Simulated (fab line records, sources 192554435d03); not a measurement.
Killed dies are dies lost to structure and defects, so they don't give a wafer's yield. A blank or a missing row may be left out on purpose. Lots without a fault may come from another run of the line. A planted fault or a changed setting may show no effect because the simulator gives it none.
Split-lot experiment | flow n5_finfet | 7 lots, 21 wafers read, on a route of 1938 steps

THE SPLIT
At N5_MOL_CONTACT_COAG_COAT_104 (time 60 s, resist thk 12 nm), the setting spin_rpm was moved away from the recipe's 1500 rpm on 7 of the 21 wafers read, by -10.5% to +6.1%. The other wafers ran this setting at the recipe's value.

FROM THE SPLIT TO THE READING: what the file shows between them, 6 steps
- N5_MOL_CONTACT_COAG_EXPOSE_05: exposes mask CA, defocus 0 nm (also split here: dose_mj)
- N5_MOL_CONTACT_COAG_PEB_06: peb time 60 s
- N5_MOL_CONTACT_COAG_DEVELOP_07: develop time 30 s
- N5_MOL_CONTACT_COAG_CD_MEAS_08: target cd 28 nm
- N5_MOL_CONTACT_COAG_DESCUM_13: chemistry O2, time 7 s
- N5_MOL_CONTACT_COAG_ETCH_59: etches underlayer in N2/H2, target depth 13 nm, time 10.4 s

THE READING
etch.depth_nm (the simulator's own value, which no gauge read), in nm, at N5_MOL_CONTACT_COAG_ETCH_105 (etches SiARC in CF4, target depth 15.6 nm, time 26 s). The file gives no usual value for it. The 14 wafers here that ran the recipe average 12.02 nm, standard deviation 0.032 nm.

wafer  | tool, chamber at the split | spin_rpm as run, rpm | against the recipe | etch.depth_nm, nm | against lot-mates on the recipe
L077.1 | litho_track-02, 0          | 1342                 | -10.5%             | 12.7              | +0.69
L077.3 | litho_track-02, 0          | 1500                 | recipe             | 12.01             | -
L077.5 | litho_track-02, 0          | 1342                 | -10.5%             | 12.73             | +0.72
L079.1 | litho_track-04, 0          | 1500                 | recipe             | 12.06             | -
L079.2 | litho_track-04, 0          | 1500                 | recipe             | 12.07             | -
L079.4 | litho_track-04, 0          | 1500                 | recipe             | 12.01             | -
L083.4 | litho_track-03, 0          | 1500                 | recipe             | 12                | -
L083.5 | litho_track-03, 0          | 1500                 | recipe             | 12                | -
L083.6 | litho_track-03, 0          | 1578                 | +5.2%              | 11.71             | -0.29
L084.2 | litho_track-04, 0          | 1591                 | +6.1%              | 11.69             | -0.33
L084.3 | litho_track-04, 0          | 1500                 | recipe             | 12.01             | -
L084.5 | litho_track-04, 0          | 1500                 | recipe             | 12.03             | -
L086.2 | litho_track-04, 0          | 1388                 | -7.5%              | 12.48             | no lot-mate on the recipe
L086.4 | litho_track-04, 0          | 1388                 | -7.5%              | 12.45             | no lot-mate on the recipe
L086.5 | litho_track-04, 0          | 1388                 | -7.5%              | 12.52             | no lot-mate on the recipe
L087.1 | litho_track-04, 0          | 1500                 | recipe             | 12.04             | -
L087.3 | litho_track-04, 0          | 1500                 | recipe             | 12.08             | -
L087.6 | litho_track-04, 0          | 1500                 | recipe             | 12.02             | -
L094.1 | litho_track-02, 0          | 1500                 | recipe             | 12.01             | -
L094.2 | litho_track-02, 0          | 1500                 | recipe             | 11.99             | -
L094.6 | litho_track-02, 0          | 1500                 | recipe             | 11.96             | -

THE FIT
A straight line over all 21 wafers: etch.depth_nm changes by -0.0628 nm for each +1% of spin_rpm; r = -0.99; the points scatter about the line by 0.033 nm.
The same after taking each lot's own level away (the mean of its wafers on the recipe; 18 wafers): -0.0639 nm for each +1%; r = -1.00; scatter 0.027 nm.
On that fit, the largest move of spin_rpm shifts the reading by 0.67 nm.
The lots' own levels span 11.987 to 12.047 nm, that is 1.9 times the standard deviation above.
So the lot-to-lot level changes the slope little: the two slopes agree.
Check: with one of the wafers moved furthest among these (-10.5%) left out of the fit, the line predicts +0.678 nm for it against its lot-mates. It came out at +0.69 nm against them.

OTHER SPLITS ON THESE WAFERS
These wafers also went through other splits before the reading. Each is held against what the fit with the lots' levels taken away leaves over:
other split on the same wafers        | wafers away from the commonest value | r with etch.depth_nm (lot level and that fit taken away)
N5_SDB_ALD_29 ald_cycles              | 7                                    | -0.40
N5_GATE_CUT_CUT_ETCH_53 icp_w         | 10                                   | -0.12
N5_MOL_CONTACT_COAG_EXPOSE_05 dose_mj | 6                                    | -0.30

THE WHOLE CHAIN: every reading that the file lists as answering this split, in the file's order
step                         | what it does                                         | reading                                                                                    | change (the file's fit)                | r (the file's)
N5_MOL_CONTACT_COAG_COAT_104 | time 60 s, resist thk 12 nm                          | SiARC_of_MOL_CONTACT_COAG_COAT_104.thk_nm (the simulator's own value, which no gauge read) | -0.062 nm for each +1% of the setting  | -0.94
N5_MOL_CONTACT_COAG_ETCH_105 | etches SiARC in CF4, target depth 15.6 nm, time 26 s | etch.depth_nm (the simulator's own value, which no gauge read)                             | -0.0623 nm for each +1% of the setting | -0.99

THE FILE'S OWN FIT
etch.depth_nm changes by -0.0623 nm for each +1% of spin_rpm, r = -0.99.
